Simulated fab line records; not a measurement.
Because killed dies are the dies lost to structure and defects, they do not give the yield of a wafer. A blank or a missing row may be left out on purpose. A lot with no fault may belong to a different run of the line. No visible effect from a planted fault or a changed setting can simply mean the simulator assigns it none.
Split-lot experiment + flow n5_finfet + 7 lots, 21 wafers read, on a route of 1938 steps

THE SPLIT
At N5_HKMG_FIN_ETCH_55 (etches SOC in N2/H2, target depth 240 nm, time 300 s), the setting time_s was moved away from the recipe's 300 s on 8 of the 21 wafers read, by -16.1% to +21.5%. All remaining wafers had this setting at the recipe value.

The split's own step is where the reading is taken.

THE READING
SiARC_of_HKMG_FIN_COAT_42.thk_nm (the simulator's own value, which no gauge read), in nm, at N5_HKMG_FIN_ETCH_55 (etches SOC in N2/H2, target depth 240 nm, time 300 s). The file does not state a usual value for it. Average 21.2 nm, standard deviation 0.74 nm, over the 13 wafers here run with the recipe.

| wafer  | tool, chamber at the split | time_s as run, s | against the recipe | SiARC_of_HKMG_FIN_COAT_42.thk_nm, nm | against lot-mates on the recipe |
|--------|----------------------------|------------------|--------------------|--------------------------------------|---------------------------------|
| L074.2 | rie_diel-04, 0             | 251.8            | -16.1%             | 24.2                                 | +2.8                            |
| L074.5 | rie_diel-04, 1             | 300              | recipe             | 21.4                                 | -                               |
| L074.6 | rie_diel-04, 2             | 251.8            | -16.1%             | 23.4                                 | +2.0                            |
| L076.2 | rie_diel-04, 0             | 364.5            | +21.5%             | 19                                   | -2.4                            |
| L076.3 | rie_diel-04, 1             | 300              | recipe             | 21.4                                 | -                               |
| L076.5 | rie_diel-04, 3             | 364.5            | +21.5%             | 17.8                                 | -3.6                            |
| L078.1 | rie_diel-04, 3             | 300              | recipe             | 20.8                                 | -                               |
| L078.2 | rie_diel-04, 2             | 300              | recipe             | 20.8                                 | -                               |
| L078.6 | rie_diel-04, 1             | 300              | recipe             | 21.2                                 | -                               |
| L085.4 | rie_diel-05, 3             | 300              | recipe             | 22.4                                 | -                               |
| L085.5 | rie_diel-05, 1             | 300              | recipe             | 21.6                                 | -                               |
| L085.6 | rie_diel-05, 2             | 300              | recipe             | 22                                   | -                               |
| L089.3 | rie_diel-06, 1             | 300              | recipe             | 20.4                                 | -                               |
| L089.4 | rie_diel-06, 2             | 342.8            | +14.3%             | 19.6                                 | -0.8                            |
| L089.5 | rie_diel-06, 0             | 342.8            | +14.3%             | 19.8                                 | -0.6                            |
| L092.3 | rie_diel-06, 3             | 300              | recipe             | 20.6                                 | -                               |
| L092.4 | rie_diel-06, 1             | 300              | recipe             | 20                                   | -                               |
| L092.6 | rie_diel-06, 1             | 300              | recipe             | 20.2                                 | -                               |
| L094.1 | rie_diel-05, 1             | 339.5            | +13.2%             | 19.6                                 | -2.6                            |
| L094.2 | rie_diel-05, 3             | 300              | recipe             | 22.2                                 | -                               |
| L094.6 | rie_diel-05, 0             | 339.5            | +13.2%             | 19                                   | -3.2                            |

FIT RESULTS
A straight line over all 21 wafers: SiARC_of_HKMG_FIN_COAT_42.thk_nm changes by -0.137 nm for each +1% of time_s; r = -0.90; the points scatter about the line by 0.69 nm.
The same after taking each lot's own level away (the mean of its wafers on the recipe; 21 wafers): -0.139 nm for each +1%; r = -0.91; scatter 0.63 nm.
Per that fit: largest time_s move, reading shift of 3 nm.
From 20.27 to 22.20 nm: that is the span of the lots' own levels, equal to 2.6 times the standard deviation above.
Consequently the slope shifts little with the lot-to-lot level, the two slopes agreeing.
Check: -3.1 nm against its lot-mates is what the line predicts for one of the wafers moved furthest among these (+21.5%) when that wafer is left out of the fit. It came out at -2.4 nm against them.

OTHER SPLITS ON THESE WAFERS
Note: prior to the reading, these wafers also went through further splits. Each is held against what the fit with the lots' levels taken away leaves over:
| other split on the same wafers         | wafers away from the commonest value | r with SiARC_of_HKMG_FIN_COAT_42.thk_nm (lot level and that fit taken away) |
|----------------------------------------|--------------------------------------|-----------------------------------------------------------------------------|
| N5_SD_EPI_P_PEB_07 peb_time_s          | 9                                    | +0.42                                                                       |
| N5_SD_EPI_P_ETCHBACK_46 over_etch_frac | 9                                    | +0.08                                                                       |

THE WHOLE CHAIN: every reading that the file lists as answering this split, in the file's order
| step                | what it does                                         | reading                                                                           | change (the file's fit)               | r (the file's) |
|---------------------|------------------------------------------------------|-----------------------------------------------------------------------------------|---------------------------------------|----------------|
| N5_HKMG_FIN_ETCH_55 | etches SOC in N2/H2, target depth 240 nm, time 300 s | HKMG_FIN.feature_depth_nm (the simulator's own value, which no gauge read)        | +2.59 nm for each +1% of the setting  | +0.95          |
| N5_HKMG_FIN_ETCH_55 | etches SOC in N2/H2, target depth 240 nm, time 300 s | etch.depth_nm (the simulator's own value, which no gauge read)                    | +2.59 nm for each +1% of the setting  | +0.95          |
| N5_HKMG_FIN_ETCH_55 | etches SOC in N2/H2, target depth 240 nm, time 300 s | SiARC_of_HKMG_FIN_COAT_42.thk_nm (the simulator's own value, which no gauge read) | -0.138 nm for each +1% of the setting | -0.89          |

FILE'S OWN FIT
SiARC_of_HKMG_FIN_COAT_42.thk_nm changes by -0.138 nm for each +1% of time_s, r = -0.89.
